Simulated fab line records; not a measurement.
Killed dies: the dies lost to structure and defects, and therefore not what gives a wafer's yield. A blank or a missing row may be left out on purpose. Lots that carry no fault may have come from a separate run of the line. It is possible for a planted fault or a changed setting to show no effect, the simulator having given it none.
fab line records	flow n5_finfet	part 1 of 2: steps 1 to 4 of 6
record: lots: 21	wafers: 63	last_day: 17
route steps=1938 shown SD_EPI_P@306 SDB@364
lots that met no fault: from a run of the same line without faults
start_h: hours from the record's opening day to when the first of the lot's shown wafers began	wait_h: how many hours have passed since the lot's step before this one	" same as the row above	L1.1+2: several wafers, shown together as one row	- no value present, or no start provided	* or withheld: withheld	< > ~ a bound
route shown NAME@n: names a module that has steps shown in the file, with the first one's number in the route	usual: mean/standard deviation of fault-free wafers	same: alike in all rows	chamber/n: place in a boat	sites: readings site by site	_std_site: their standard deviation	_edge_site: outer sites' mean less inner sites'	radius_mm: how far each site lies from the wafer's centre	mask NAME#n: copy n	behind: the tool/chamber that last shaped the wafer	hold: cause of the lot's hold/its duration in hours/its outcome	device: transistor that didn't switch, given as n, p or np	end of line: tests of these same wafers at the route's end	step lacking rows: just its recipe	killed: the dies lost at the first sort to structure and to defects; this is not the yield of the wafer	map: per-die view of a wafer (x killed, . not killed, _ where there is no die)
set.NAME: the setting as run; set.NAME@STEP: as run at that earlier step	model.NAME: the simulator's own value behind a step, which no gauge read
one table for each step of the route and one row for each wafer, over a sample of lots
services: when a tool's chamber went out of use (start_h, in hours from the record's first day, below 0 if earlier), for how many hours, and the reason
== steps ==
step: N5_SD_EPI_P_DESCUM_14
recipe: chemistry: O2	time_s: 7.9	source_power_w: 50	bias_power_w: 20	pressure_mtorr: 20	rf_frequency_hz: 2.712e+07	temp_c: 40	resist: CAR-ArF-block	o2_flow_sccm: 225
usual: drypump_motor_current_A: 5.6/0.58	oes_product_au: 0.76/0.076	rf_vpp_V: 243.6/1.5	showerhead_plenum_p_Torr: 2.11/0.089	throttle_valve_pct: 20.39/0.2
same: time_s: 7.9
lot.wafer	tool	chamber	start_h	wait_h	drypump_motor_current_A	oes_product_au	rf_hours_counter_h	rf_vpp_V	showerhead_plenum_p_Torr	throttle_valve_pct
L074.2	rie_diel-03	3	54.45	0.0	5.2	0.82	82	241.4	1.94	20.12
L074.5	"	1	"	"	5.4	0.77	-	245.0	2.18	20.25
L074.6	"	3	"	"	5.2	0.82	-	241.5	1.94	20.14
L075.3	rie_diel-03	1	60.42	0.0	5.4	0.77	148	245.5	2.18	20.25
L075.4	"	1	"	"	5.4	0.77	-	243.7	2.18	20.26
L075.5	"	3	"	"	5.2	0.81	-	241.0	1.94	20.13
L076.2	rie_diel-03	1	64.77	0.4	5.5	0.76	150	243.9	2.18	20.28
L076.4	"	1	"	"	5.5	0.76	-	244.6	2.18	20.25
L076.6	"	0	"	"	5.4	0.74	-	244.6	2.18	20.37
L077.1	rie_diel-01	3	71.67	0.0	4.9	0.69	214	243.7	2.15	20.29
L077.3	"	2	"	"	6.3	0.78	144	244.1	2.17	20.63
L077.5	"	3	"	"	4.9	0.70	-	243.7	2.15	20.28
L078.1	rie_diel-05	0	82.25	0.2	4.7	0.95	7	243.2	2.05	20.08
L078.3	"	1	"	"	6.0	0.69	222	242.9	2.07	20.67
L078.6	"	2	"	"	6.2	0.73	-	241.8	2.02	20.59
L080.1	rie_diel-01	2	87.92	0.1	6.3	0.76	151	244.9	2.17	20.64
L080.3	"	0	"	"	6.0	0.70	220	244.2	2.16	20.61
L080.6	"	0	"	"	6.0	0.70	-	243.7	2.16	20.59
L081.1	rie_diel-05	1	94.72	0.0	6.0	0.70	225	242.1	2.07	20.67
L081.4	"	3	"	"	6.8	0.80	117	241.2	2.01	20.35
L081.6	"	1	"	"	6.0	0.70	-	241.5	2.07	20.67
L082.1	rie_diel-03	3	101.91	0.0	5.2	0.80	98	241.6	1.94	20.15
L082.4	"	2	"	"	5.2	0.78	-	245.0	2.19	20.29
L082.6	"	0	"	"	5.4	0.73	-	243.3	2.17	20.37
L083.1	rie_diel-01	1	106.37	0.0	5.8	0.99	6	245.9	2.23	20.18
L083.2	"	2	"	"	6.3	0.76	158	245.1	2.17	20.66
L083.4	"	3	"	"	4.9	0.68	227	245.1	2.15	20.31
L084.3	rie_diel-03	2	114.93	0.0	5.2	0.77	131	244.7	2.19	20.32
L084.5	"	0	"	"	5.4	0.72	-	245.7	2.17	20.40
L084.6	"	2	"	"	5.2	0.77	-	245.2	2.19	20.31
L085.2	rie_diel-01	0	124.76	0.0	6.0	0.69	232	244.3	2.16	20.64
L085.4	"	1	"	"	5.8	0.95	12	244.7	2.23	20.18
L085.6	"	3	"	"	4.9	0.67	-	243.4	2.15	20.33
L086.1	rie_diel-03	2	127.03	0.0	5.2	0.76	136	243.7	2.19	20.32
L086.2	"	1	"	"	5.5	0.76	160	245.1	2.18	20.28
L086.4	"	3	"	"	5.2	0.77	109	241.7	1.93	20.16
L088.2	rie_diel-01	2	140.56	0.3	6.4	0.74	169	243.4	2.16	20.68
L088.3	"	1	"	"	5.8	0.94	17	244.5	2.23	20.19
L088.5	"	2	"	"	6.3	0.74	-	245.2	2.16	20.66
L089.2	rie_diel-01	1	142.70	0.0	5.8	0.93	18	245.6	2.23	20.19
L089.3	"	3	"	"	4.9	0.67	239	244.0	2.14	20.33
L089.6	"	3	"	"	4.8	0.67	-	243.4	2.14	20.33
L090.1	rie_diel-03	2	149.75	0.0	5.1	0.75	142	245.7	2.19	20.31
L090.3	"	0	"	"	5.4	0.71	220	244.5	2.17	20.41
L090.6	"	0	"	"	5.4	0.71	-	244.5	2.17	20.39
L091.4	rie_diel-01	0	154.49	0.0	6.0	0.68	243	243.2	2.15	20.64
L091.5	"	2	"	"	6.3	0.74	-	245.3	2.16	20.68
L091.6	"	1	"	"	5.8	0.93	-	244.7	2.23	20.22
L092.1	rie_diel-05	2	163.05	0.0	6.2	0.72	168	242.6	2.01	20.61
L092.4	"	0	"	"	4.7	0.88	33	242.7	2.04	20.14
L092.6	"	0	"	"	4.7	0.89	-	242.2	2.04	20.14
L093.1	rie_diel-05	2	167.33	0.1	6.2	0.73	169	241.3	2.01	20.62
L093.4	"	0	"	"	4.7	0.88	34	243.8	2.04	20.15
L093.5	"	1	"	"	6.0	0.68	-	243.6	2.06	20.71
L094.2	rie_diel-05	1	175.33	0.0	6.0	0.67	249	243.4	2.06	20.71
L094.3	"	3	"	"	6.8	0.78	143	242.1	2.00	20.39
L094.4	"	2	"	"	6.2	0.72	171	242.5	2.01	20.62
L095.1	rie_diel-01	0	179.40	0.2	6.0	0.68	248	242.5	2.15	20.64
L095.3	"	2	"	"	6.3	0.74	183	243.5	2.16	20.70
L095.4	"	0	"	"	6.0	0.68	-	243.9	2.15	20.64
L096.2	rie_diel-05	2	187.96	0.0	6.2	0.70	176	242.3	2.01	20.64
L096.3	"	0	"	"	4.7	0.86	41	242.4	2.03	20.16
L096.6	"	3	"	"	6.7	0.76	-	241.5	2.00	20.40
step: N5_SD_EPI_P_ETCH_16
recipe: chemistry: CHF3/O2	target: SiO2	target_depth_a: 50	mask_material: SOC	pressure_mtorr: 30	source_w: 650	bias_w: 170	Ar_flow_sccm: 200	CHF3_flow_sccm: 50	O2_flow_sccm: 5	ion_energy_ev: 200
usual: CHF3_flow_sccm: 50.01/0.16	drypump_motor_current_A: 5.6/0.59	oes_product_au: 0.76/0.077	rf_vpp_V: 523/4.4	showerhead_plenum_p_Torr: 2.43/0.096	throttle_valve_pct: 18.88/0.18
lot.wafer	tool	chamber	start_h	wait_h	CHF3_flow_sccm	drypump_motor_current_A	oes_product_au	rf_hours_counter_h	rf_vpp_V	showerhead_plenum_p_Torr	throttle_valve_pct
L074.2	rie_diel-03	3	55.06	0.1	50.21	5.2	0.81	82	523	2.25	18.63
L074.5	"	1	"	"	49.90	5.4	0.77	-	529	2.51	18.73
L074.6	"	3	"	"	50.10	5.2	0.82	-	521	2.25	18.64
L075.3	rie_diel-03	1	61.03	0.1	50.04	5.5	0.76	149	529	2.51	18.74
L075.4	"	1	"	"	50.28	5.4	0.76	-	526	2.51	18.74
L075.5	"	3	"	"	50.03	5.2	0.81	-	521	2.25	18.63
L076.2	rie_diel-03	1	65.38	0.1	50.04	5.4	0.76	150	526	2.51	18.75
L076.4	"	1	"	"	50.10	5.4	0.76	-	527	2.51	18.75
L076.6	"	0	"	"	49.75	5.3	0.73	-	531	2.49	18.76
L077.1	rie_diel-01	3	72.28	0.1	49.97	4.9	0.69	214	521	2.49	18.89
L077.3	"	2	"	"	50.11	6.3	0.78	144	522	2.51	19.18
L077.5	"	3	"	"	49.97	4.9	0.70	-	522	2.49	18.88
L078.1	rie_diel-05	0	82.86	0.1	49.87	4.7	0.94	7	519	2.37	18.66
L078.3	"	1	"	"	50.20	6.0	0.69	222	531	2.38	19.11
L078.6	"	2	"	"	50.21	6.2	0.73	-	519	2.32	18.96
L080.1	rie_diel-01	2	88.54	0.1	50.06	6.4	0.76	152	523	2.51	19.17
L080.3	"	0	"	"	49.85	6.0	0.71	220	526	2.48	19.03
L080.6	"	0	"	"	50.07	6.0	0.71	-	526	2.48	19.04
L081.1	rie_diel-05	2	95.33	0.1	50.12	6.2	0.73	150	518	2.31	19.00
L081.4	"	0	"	"	49.97	4.7	0.95	-	518	2.37	18.67
L081.6	"	3	"	"	49.86	6.8	0.80	-	515	2.33	18.93
L082.1	rie_diel-03	3	102.52	0.1	50.16	5.2	0.80	99	522	2.24	18.67
L082.4	"	2	"	"	50.05	5.2	0.76	-	522	2.51	18.74
L082.6	"	0	"	"	50.20	5.3	0.72	-	526	2.48	18.77
L083.1	rie_diel-01	1	106.98	0.1	50.11	5.8	0.98	6	526	2.57	18.66
L083.2	"	2	"	"	50.30	6.3	0.76	158	521	2.50	19.19
L083.4	"	3	"	"	49.83	4.9	0.68	227	520	2.49	18.90
L084.3	rie_diel-03	2	115.55	0.1	50.03	5.1	0.76	131	522	2.51	18.74
L084.5	"	0	"	"	49.73	5.4	0.72	-	529	2.48	18.78
L084.6	"	2	"	"	50.20	5.2	0.76	-	521	2.51	18.74
L085.2	rie_diel-01	0	125.38	0.1	49.80	6.0	0.70	232	526	2.47	19.07
L085.4	"	1	"	"	50.02	5.8	0.96	12	525	2.56	18.65
L085.6	"	3	"	"	50.15	4.9	0.68	-	520	2.49	18.90
L086.1	rie_diel-03	2	127.64	0.1	50.01	5.2	0.76	136	522	2.50	18.75
L086.2	"	1	"	"	49.91	5.5	0.75	161	529	2.51	18.75
L086.4	"	3	"	"	50.17	5.2	0.78	109	521	2.24	18.68
L088.2	rie_diel-01	2	141.17	0.1	49.99	6.4	0.74	170	520	2.50	19.20
L088.3	"	1	"	"	50.16	5.8	0.94	18	526	2.56	18.69
L088.5	"	2	"	"	49.92	6.4	0.75	-	522	2.50	19.23
L089.2	rie_diel-01	1	143.32	0.1	50.00	5.8	0.94	18	527	2.56	18.64
L089.3	"	3	"	"	50.09	4.8	0.67	239	521	2.48	18.93
L089.6	"	3	"	"	50.03	4.9	0.68	-	520	2.48	18.93
L090.1	rie_diel-03	2	150.37	0.1	49.77	5.2	0.76	142	522	2.50	18.75
L090.3	"	0	"	"	50.00	5.4	0.71	220	527	2.48	18.78
L090.6	"	0	"	"	49.96	5.4	0.71	-	527	2.48	18.81
L091.4	rie_diel-01	0	155.11	0.1	50.35	6.0	0.68	243	525	2.47	19.08
L091.5	"	2	"	"	49.84	6.3	0.74	-	521	2.50	19.23
L091.6	"	1	"	"	49.97	5.8	0.93	-	526	2.56	18.67
L092.1	rie_diel-05	2	163.67	0.1	50.08	6.2	0.71	169	519	2.31	19.00
L092.4	"	0	"	"	49.95	4.7	0.88	33	517	2.36	18.71
L092.6	"	0	"	"	50.23	4.6	0.88	-	519	2.36	18.70
L093.1	rie_diel-05	2	167.94	0.1	50.03	6.2	0.71	169	518	2.31	19.00
L093.4	"	0	"	"	49.72	4.7	0.89	34	517	2.36	18.69
L093.5	"	1	"	"	50.03	6.0	0.67	-	528	2.37	19.14
L094.2	rie_diel-05	1	175.95	0.1	50.02	6.0	0.68	249	530	2.37	19.17
L094.3	"	3	"	"	50.01	6.8	0.78	143	514	2.33	18.96
L094.4	"	2	"	"	50.21	6.2	0.72	172	518	2.31	19.02
L095.1	rie_diel-01	0	180.01	0.1	50.15	6.0	0.68	249	525	2.47	19.09
L095.3	"	2	"	"	49.91	6.3	0.74	184	521	2.49	19.23
L095.4	"	0	"	"	50.15	6.0	0.68	-	526	2.47	19.07
L096.2	rie_diel-05	2	188.58	0.1	49.70	6.2	0.71	176	518	2.30	19.01
L096.3	"	0	"	"	50.09	4.7	0.86	41	518	2.36	18.71
L096.6	"	3	"	"	49.95	6.8	0.77	-	513	2.32	18.97
step: N5_SDB_HM_OPEN_20
recipe: chemistry: CH3F/O2	target: SiNx	mask_material: SOC	target_depth_a: 240	stop_on: poly-Si	over_etch_frac: 0.4	ion_energy_ev: 120	pressure_mtorr: 30	source_w: 395	bias_w: 73	Ar_flow_sccm: 150	CH3F_flow_sccm: 30	O2_flow_sccm: 20
usual: drypump_motor_current_A: 5.8/0.52	oes_product_au: 0.65/0.067	rf_vpp_V: 299.1/2.8	showerhead_plenum_p_Torr: 2.00/0.066	throttle_valve_pct: 16.34/0.28
same: over_etch_frac: 0.4
lot.wafer	tool	chamber	start_h	wait_h	drypump_motor_current_A	oes_product_au	rf_hours_counter_h	rf_vpp_V	showerhead_plenum_p_Torr	throttle_valve_pct
L074.2	rie_diel-04	3	66.70	0.0	6.0	0.75	11	303.0	2.13	16.08
L074.5	"	3	"	"	6.0	0.75	-	302.5	2.13	16.08
L074.6	"	2	"	"	5.9	0.74	-	301.3	1.96	16.25
L075.3	rie_diel-06	1	74.74	0.0	5.7	0.64	104	301.0	2.10	16.60
L075.4	"	0	"	"	6.8	0.65	77	298.8	1.93	15.97
L075.5	"	3	"	"	4.9	0.69	-	300.9	2.03	16.30
L076.2	rie_diel-04	3	77.35	0.0	6.0	0.75	14	304.0	2.13	16.10
L076.4	"	2	"	"	5.8	0.74	25	302.2	1.96	16.26
L076.6	"	3	"	"	6.0	0.76	-	302.1	2.13	16.09
L077.1	rie_diel-06	0	85.57	0.0	6.8	0.66	80	298.8	1.93	15.97
L077.3	"	1	"	"	5.7	0.63	108	301.3	2.10	16.59
L077.5	"	1	"	"	5.7	0.65	-	301.2	2.10	16.59
L078.1	rie_diel-02	1	95.13	0.0	5.5	0.60	180	299.3	2.07	16.52
L078.3	"	2	"	"	6.4	0.69	65	299.5	2.03	16.40
L078.6	"	1	"	"	5.5	0.61	-	299.3	2.07	16.51
L080.1	rie_diel-06	1	101.23	0.0	5.7	0.63	113	301.6	2.09	16.62
L080.3	"	3	"	"	4.9	0.68	63	300.3	2.03	16.33
L080.6	"	1	"	"	5.7	0.64	-	302.1	2.09	16.61
L081.1	rie_diel-02	3	106.78	0.0	5.1	0.57	198	294.3	1.98	16.78
L081.4	"	1	"	"	5.5	0.60	186	299.6	2.07	16.50
L081.6	"	0	"	"	5.2	0.78	-	296.4	1.96	15.76
L082.1	rie_diel-06	1	114.21	0.0	5.7	0.61	119	302.9	2.09	16.62
L082.4	"	0	"	"	6.8	0.66	91	298.4	1.93	15.99
L082.6	"	0	"	"	6.8	0.66	-	298.9	1.93	15.98
L083.1	rie_diel-02	1	117.78	0.0	5.5	0.59	191	299.2	2.07	16.54
L083.2	"	3	"	"	5.1	0.56	203	294.2	1.98	16.79
L083.4	"	3	"	"	5.1	0.57	-	295.7	1.98	16.80
L084.3	rie_diel-06	1	126.37	0.0	5.7	0.62	122	300.3	2.09	16.62
L084.5	"	2	"	"	6.0	0.60	-	299.4	1.93	16.19
L084.6	"	3	"	"	4.9	0.67	-	302.8	2.02	16.34
L085.2	rie_diel-04	1	136.41	0.0	5.9	0.56	247	297.6	1.96	16.62
L085.4	"	3	"	"	6.0	0.72	40	302.5	2.12	16.15
L085.6	"	3	"	"	6.0	0.72	-	301.9	2.12	16.14
L086.1	rie_diel-02	0	138.69	0.0	5.2	0.73	16	296.5	1.96	15.80
L086.2	"	1	"	"	5.5	0.58	200	300.1	2.06	16.56
L086.4	"	3	"	"	5.1	0.56	-	293.2	1.98	16.80
L088.2	rie_diel-02	2	153.73	0.0	6.5	0.68	79	299.9	2.02	16.44
L088.3	"	3	"	"	5.1	0.54	220	294.6	1.98	16.83
L088.5	"	2	"	"	6.5	0.70	-	299.5	2.02	16.45
L089.2	rie_diel-04	0	154.45	0.0	6.5	0.55	236	295.7	1.98	16.57
L089.3	"	3	"	"	6.0	0.68	48	303.6	2.12	16.17
L089.6	"	2	"	"	5.8	0.69	-	301.9	1.95	16.31
L090.1	rie_diel-02	3	161.44	0.0	5.1	0.56	223	293.8	1.97	16.84
L090.3	"	1	"	"	5.5	0.58	209	297.7	2.06	16.57
L090.6	"	3	"	"	5.1	0.55	-	294.2	1.98	16.82
L091.4	rie_diel-06	2	165.97	0.0	5.9	0.60	-	298.5	1.92	16.21
L091.5	"	1	"	"	5.7	0.62	-	301.3	2.09	16.65
L091.6	"	3	"	"	4.9	0.65	-	302.4	2.02	16.37
L092.1	rie_diel-06	0	174.62	0.0	6.9	0.64	107	297.6	1.92	16.02
L092.4	"	2	"	"	6.0	0.59	156	299.5	1.92	16.23
L092.6	"	1	"	"	5.7	0.61	-	300.3	2.08	16.64
L093.1	rie_diel-02	2	178.89	0.0	6.5	0.68	88	301.0	2.02	16.47
L093.4	"	1	"	"	5.5	0.59	215	297.1	2.06	16.59
L093.5	"	1	"	"	5.5	0.59	-	298.2	2.06	16.57
L094.2	rie_diel-04	1	188.57	0.0	5.9	0.77	4	296.9	1.96	16.15
L094.3	"	2	"	"	5.8	0.68	73	301.7	1.94	16.33
L094.4	"	0	"	"	6.5	0.57	249	295.0	1.97	16.60
L095.1	rie_diel-04	3	193.34	0.0	6.0	0.68	64	302.4	2.11	16.20
L095.3	"	2	"	"	5.8	0.66	75	300.9	1.94	16.33
L095.4	"	3	"	"	6.0	0.69	-	302.7	2.11	16.19
L096.2	rie_diel-04	2	201.85	0.0	5.8	0.66	81	301.9	1.94	16.35
L096.3	"	3	"	"	6.0	0.67	69	302.2	2.11	16.20
L096.6	"	1	"	"	6.0	0.77	-	296.3	1.96	16.20
step: N5_SDB_STRIP_22
recipe: chemistry: N2/H2	power_w: 1000	temp_c: 250	h2_frac: 0.65	overash_fraction: 0.3	pressure_mtorr: withheld	n2_flow_sccm: 1750	h2_flow_sccm: 3250
usual: drypump_motor_current_A: 5.4/0.57	heater_power_w: 322/19	oes_product_au: 0.716/0.0043	strip_time_to_endpoint_s: 96.2/0.44
lot.wafer	tool	chamber	start_h	wait_h	drypump_motor_current_A	heater_power_w	oes_product_au	rf_hours_counter_h	strip_time_to_endpoint_s
L074.2	plasma_asher-01	0	66.78	0.1	6.6	332	0.716	39	96.1
L074.5	"	1	"	"	5.3	322	0.711	-	96.3
L074.6	"	0	"	"	6.6	340	0.713	-	96.5
L075.3	plasma_asher-01	1	74.86	0.1	5.3	330	0.724	-	96.0
L075.4	"	0	"	"	6.6	349	0.720	-	96.0
L075.5	"	0	"	"	6.6	346	0.717	-	95.6
L076.2	plasma_asher-02	1	77.43	0.1	5.2	289	0.708	85	95.4
L076.4	"	0	"	"	4.9	334	0.716	-	95.3
L076.6	"	0	"	"	4.9	331	0.715	-	95.7
L077.1	plasma_asher-02	0	85.65	0.1	4.9	333	0.717	87	95.6
L077.3	"	0	"	"	4.9	339	0.721	-	95.7
L077.5	"	0	"	"	4.9	333	0.716	-	95.5
L078.1	plasma_asher-02	1	95.21	0.1	5.2	302	0.718	88	95.9
L078.3	"	1	"	"	5.2	285	0.717	-	95.3
L078.6	"	1	"	"	5.2	293	0.715	-	95.6
L080.1	plasma_asher-01	0	101.31	0.1	6.6	336	0.718	45	95.8
L080.3	"	0	"	"	6.5	344	0.715	-	95.8
L080.6	"	0	"	"	6.6	343	0.721	-	96.4
L081.1	plasma_asher-01	0	106.86	0.1	6.6	340	0.713	46	97.1
L081.4	"	0	"	"	6.6	349	0.725	-	96.3
L081.6	"	1	"	"	5.3	319	0.713	-	95.9
L082.1	plasma_asher-02	0	114.29	0.1	4.9	330	0.722	93	96.3
L082.4	"	0	"	"	4.9	333	0.715	-	96.6
L082.6	"	0	"	"	4.9	327	0.713	-	96.2
L083.1	plasma_asher-01	0	117.86	0.1	6.6	343	0.710	49	96.6
L083.2	"	1	"	"	5.3	337	0.719	49	97.0
L083.4	"	1	"	"	5.3	337	0.714	-	97.3
L084.3	plasma_asher-01	0	126.49	0.1	6.6	346	0.711	-	96.0
L084.5	"	1	"	"	5.3	334	0.720	-	96.2
L084.6	"	0	"	"	6.6	349	0.723	-	96.1
L085.2	plasma_asher-02	1	136.49	0.1	5.2	300	0.706	98	96.7
L085.4	"	0	"	"	4.9	325	0.722	-	96.1
L085.6	"	0	"	"	4.9	334	0.718	-	96.3
L086.1	plasma_asher-02	0	138.77	0.1	4.9	338	0.713	98	95.9
L086.2	"	1	"	"	5.2	304	0.712	98	95.9
L086.4	"	0	"	"	4.9	331	0.718	-	96.4
L088.2	plasma_asher-02	0	153.81	0.1	4.9	332	0.718	101	95.9
L088.3	"	0	"	"	4.9	332	0.711	-	96.8
L088.5	"	0	"	"	4.9	341	0.717	-	96.0
L089.2	plasma_asher-02	0	154.76	0.3	4.9	327	0.709	102	96.7
L089.3	"	1	"	"	5.2	287	0.717	-	96.4
L089.6	"	1	"	"	5.2	291	0.716	-	96.3
L090.1	plasma_asher-02	1	161.52	0.1	5.2	298	0.715	104	96.6
L090.3	"	1	"	"	5.2	301	0.710	-	96.2
L090.6	"	0	"	"	4.9	336	0.715	-	96.3
L091.4	plasma_asher-02	0	166.06	0.1	4.9	336	0.707	-	96.1
L091.5	"	1	"	"	5.2	306	0.718	-	95.8
L091.6	"	0	"	"	4.9	329	0.716	-	95.9
L092.1	plasma_asher-02	0	174.70	0.1	4.9	333	0.715	110	97.1
L092.4	"	1	"	"	5.2	291	0.719	-	96.8
L092.6	"	1	"	"	5.2	293	0.715	-	97.1
L093.1	plasma_asher-02	1	178.97	0.1	5.2	295	0.715	112	96.8
L093.4	"	1	"	"	5.2	298	0.721	-	96.8
L093.5	"	0	"	"	4.9	324	0.719	-	96.9
L094.2	plasma_asher-02	1	188.73	0.1	5.2	293	0.715	115	96.1
L094.3	"	0	"	"	4.9	328	0.712	-	96.0
L094.4	"	1	"	"	5.2	299	0.716	-	96.4
L095.1	plasma_asher-02	0	193.42	0.1	4.9	331	0.717	117	96.4
L095.3	"	0	"	"	4.9	332	0.721	-	96.5
L095.4	"	1	"	"	5.2	299	0.721	-	96.5
L096.2	plasma_asher-01	0	201.94	0.1	6.6	341	0.717	56	96.3
L096.3	"	0	"	"	6.6	343	0.715	-	96.0
L096.6	"	1	"	"	5.3	329	0.717	-	96.4
